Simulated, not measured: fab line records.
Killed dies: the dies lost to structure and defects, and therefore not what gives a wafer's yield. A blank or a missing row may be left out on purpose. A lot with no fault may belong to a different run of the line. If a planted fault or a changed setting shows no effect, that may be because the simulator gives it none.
Comparing a struck lot with a sound one + flow n5Finfet + 40 steps out of a route of 1938
Sound: these wafers, L327.1, L327.2, L327.5. Wafers struck: L331.1, L331.3, L331.4. The cause comes at the end.
Order at every step that has rows: each side's tool, ch and its chambers, its first start. Under that, the readings that differ: sound wafers + struck wafers + difference of the means + sigmas: that difference in standard deviations of wafers without a fault.
alike: readings whose means differ by less than 2 such deviations, and words and numbers that are the same on both sides. not compared: withheld readings, readings that some wafer has no value for, bounds like >300 that may hide the same value, and numbers for which the record gives no deviation and whose values overlap.
The two part at a step that has a row with sigmas, a row that says differs or no value, or rows on one side only. When numbers do not overlap yet have no deviation, they are printed without sigmas and do not part them. A reading that every wafer of one side lacks parts them only if that side has two wafers or more.

first, 3 steps without rows for these wafers: N5_SD_EPI_P_ETCH_36 (etches SiARC in CF4, target depth 45.5 nm, time 75.8 s); N5_SD_EPI_P_ETCH_37 (etches SOC in N2/H2, overetch 108 nm, time 486 s); N5_SD_EPI_P_STRIP_38 (strips in N2/H2).
N5_SD_EPI_P_ETCHBACK_46: etches SiNx in CH3F/O2, stops on SiO2, target depth 17.5 nm.
  sound on rieDiel-01 ch 1,2,3, day 4 15:48; struck on rieDiel-01 ch 0,1,2, day 5 16:35
  alike: CH3F_flow_sccm, biasW, drypumpMotorCurrentA, oesProductAu, rfVppV, showerheadPlenumPTorr, throttleValvePct
  not compared: rfHoursCounterH
N5_SD_EPI_P_ETCH_47: etches SiOCN in CH3F/O2, target depth 25 nm.
  sound on rieDiel-01 ch 1,2,3, day 4 15:54; struck on rieDiel-01 ch 0,1,2, day 5 16:41
  alike: CH3F_flow_sccm, biasW, drypumpMotorCurrentA, oesProductAu, rfVppV, showerheadPlenumPTorr, throttleValvePct
  not compared: rfHoursCounterH
then, 7 steps without rows for these wafers: N5_SD_EPI_P_ETCH_16 (etches SiO2 in CHF3/O2, target depth 5 nm); N5_SD_EPI_P_STRIP_50 (strips in CHF3/O2); N5_SD_EPI_P_SD_RECESS_17 (chemistry HBr/Cl2/O2, target depth 39.1 nm, bt time 3 s); N5_SD_EPI_P_WET_ETCH_45 (etches SiO2 in dHF, time 10.7 s, target depth 2 nm, rinse time 30 s); N5_SD_EPI_P_STRIP_40 (strips in N2/H2); N5_SD_EPI_P_PRECLEAN_52 (cleans in O3/DIW, time 60 s); N5_SD_EPI_P_SRD_20 (time 30 s).
N5_SD_EPI_P_PRECLEAN_51: cleans in NF3:NH3, afs cycles 1, time 20 s, sublimation time 60 s.
  sound on epiRpcvd-01 ch 0, day 4 16:23; struck on epiRpcvd-04, day 5 17:10
  no value came back on the struck wafers for afsCycles, chamberPressureTorr (Torr), timeS (s); on the sound wafers afsCycles reads 1 1 1
| reading                                    | sound       | struck | difference | sigmas |
|--------------------------------------------|-------------|--------|------------|--------|
| model.SiNx_of_SD_EPI_N_LINER_46.thkNm (nm) | 2.6 2.6 2.6 | 3 3 3  | +0         |        |
then, 1 step without rows for these wafers: N5_SD_EPI_P_VAPOR_ETCH_44 (etches SiGe30 in NF3/Ar, time 3.3 s).
N5_SD_EPI_P_EPI_21: deposits SiGe:B, time 355 s.
  sound on epiRpcvd-01 ch 0, day 4 16:52; struck on epiRpcvd-04 ch 0, day 5 17:32
| reading                                    | sound        | struck    | difference | sigmas |
|--------------------------------------------|--------------|-----------|------------|--------|
| model.SiGe-B_of_SD_EPI_P_EPI_21.thkNm (nm) | 60.6 62 61.6 | 1 1.2 1.8 | -60        |        |
then, 6 steps without rows for these wafers: N5_SD_EPI_P_HM_STRIP_48 (strips SiNx in H3PO4, material SiNx, target depth 3 nm); N5_SD_EPI_P_SRD_49 (time 30 s); N5_SD_EPI_P_PRECLEAN_24 (cleans in O3/DIW, time 45 s); N5_SD_EPI_P_PRECLEAN_32 (cleans in dHF, time 10 s); N5_SD_EPI_P_PRECLEAN_33 (cleans in SC2, time 45 s); N5_SD_EPI_P_SRD_25 (time 30 s).
N5_SD_EPI_P_INSPECT_26: inspects for defects (darkfield).
  sound: defectInspect-01 at day 4 19:58; struck: defectInspect-02 at day 5 19:54
  alike: rawDefectCount
then, 2 steps without rows for these wafers: N5_SD_ACTIVATION_RTA_00 (time 0 s); N5_SD_ACTIVATION_LSA_01 (time 0.0008 s).
N5_SD_ACTIVATION_INSPECT_02: inspects for defects (darkfield).
  sound: defectInspect-01 at day 4 20:43; struck: defectInspect-02 at day 5 20:43
  alike: rawDefectCount
N5_ILD0_LINER_00: material SiNx, target thk 4 nm, pulse time 1 s, purge time 2 s.
  sound on aldSin-02 ch 0,1,2, day 4 20:49; struck on aldSin-02 ch 0,1,3, day 5 21:10
  alike: heaterPowerW, precursorPulseHeightRel
then, 3 steps without rows for these wafers: N5_ILD0_FCVD_FILL_01 (material SiO2 flowable, target thk 200 nm, time 328.3 s); N5_ILD0_CURE_02 (time 1800 s); N5_ILD0_CMP_03 (polishes, stops on SiNx, t overpolish 1.9 s, target thk 197.38 nm).
N5_ILD0_THK_MEAS_04:
  sound: filmMetro-02 at day 4 23:28; struck: filmMetro-02 at day 5 23:50
| reading    | sound             | struck            | difference | sigmas |
|------------|-------------------|-------------------|------------|--------|
| thkNm (nm) | 199.7 199.0 199.8 | 198.2 195.9 197.2 | -2.4       | -2     |
N5_ILD0_CMP_07: polishes SiO2 flowable, stops on poly-Si, t overpolish 1.18 s, target thk 138.88 nm.
  sound on cmp-03 ch 0,2, day 4 23:30; struck on cmp-01 ch 1,2,3, day 5 23:52
  alike: motorCurrentA
N5_ILD0_THK_MEAS_08:
  sound: filmMetro-02 at day 4 23:48; struck: filmMetro-02 at day 6 00:10
  alike: thkNm
then, 2 steps without rows for these wafers: N5_ILD0_PRECLEAN_10 (cleans in NF3:NH3, afs cycles 5, time 20 s, sublimation time 60 s); N5_ILD0_ALD_15 (deposits SiNx, target thk 24 nm, pulse time 1 s, ald cycles 480).
N5_ILD0_CMP_12: polishes SiNx, stops on poly-Si, t overpolish 6 s, target thk 17.67 nm.
  sound on cmp-03 ch 0,1,3, day 5 02:58; struck on cmp-01 ch 0,2,3, day 6 03:38
  alike: motorCurrentA, overpolishRunS, timeToEndpointS
N5_ILD0_THK_MEAS_13:
  sound: filmMetro-02 at day 5 03:11; struck: filmMetro-01 at day 6 03:53
  alike: thkNm
N5_ILD0_INSPECT_06: inspects for defects (darkfield).
  sound: defectInspect-02 at day 5 03:13; struck: defectInspect-01 at day 6 03:55
  alike: rawDefectCount
then, 2 steps without rows for these wafers: N5_SDB_HM_DEP_00 (deposits SiNx from SiH4/NH3/N2, target thk 40 nm, time 35.3 s); N5_SDB_COAT_03 (time 60 s, resist thk 100 nm).
N5_MOL_CONTACT_COAG_ETCH_110: etches Si in CF4/O2, target depth 2.5 nm, time 8 s.
  sound on rieDiel-02 ch 1,2, day 6 03:44; struck on rieDiel-03 ch 1,2,3, day 7 02:42
| reading                                    | sound          | struck    | difference | sigmas |
|--------------------------------------------|----------------|-----------|------------|--------|
| model.SiGe-B_of_SD_EPI_P_EPI_21.thkNm (nm) | 57.6 59.2 58.8 | 1 1.2 1.8 | -57        |        |
  alike: biasW, drypumpMotorCurrentA, oesProductAu, rfVppV, showerheadPlenumPTorr, throttleValvePct
  not compared: rfHoursCounterH

== WHERE THEY PART ==
Last at N5_ILD0_THK_MEAS_04 as far as this record goes, first at N5_SD_EPI_P_PRECLEAN_51. Later steps at which nothing parts them and some readings are alike: N5_ILD0_CMP_07, N5_ILD0_THK_MEAS_08, N5_ILD0_CMP_12, N5_ILD0_THK_MEAS_13, N5_ILD0_INSPECT_06, N5_MOL_CONTACT_COAG_ETCH_110.

WHY: whatever the simulator had introduced
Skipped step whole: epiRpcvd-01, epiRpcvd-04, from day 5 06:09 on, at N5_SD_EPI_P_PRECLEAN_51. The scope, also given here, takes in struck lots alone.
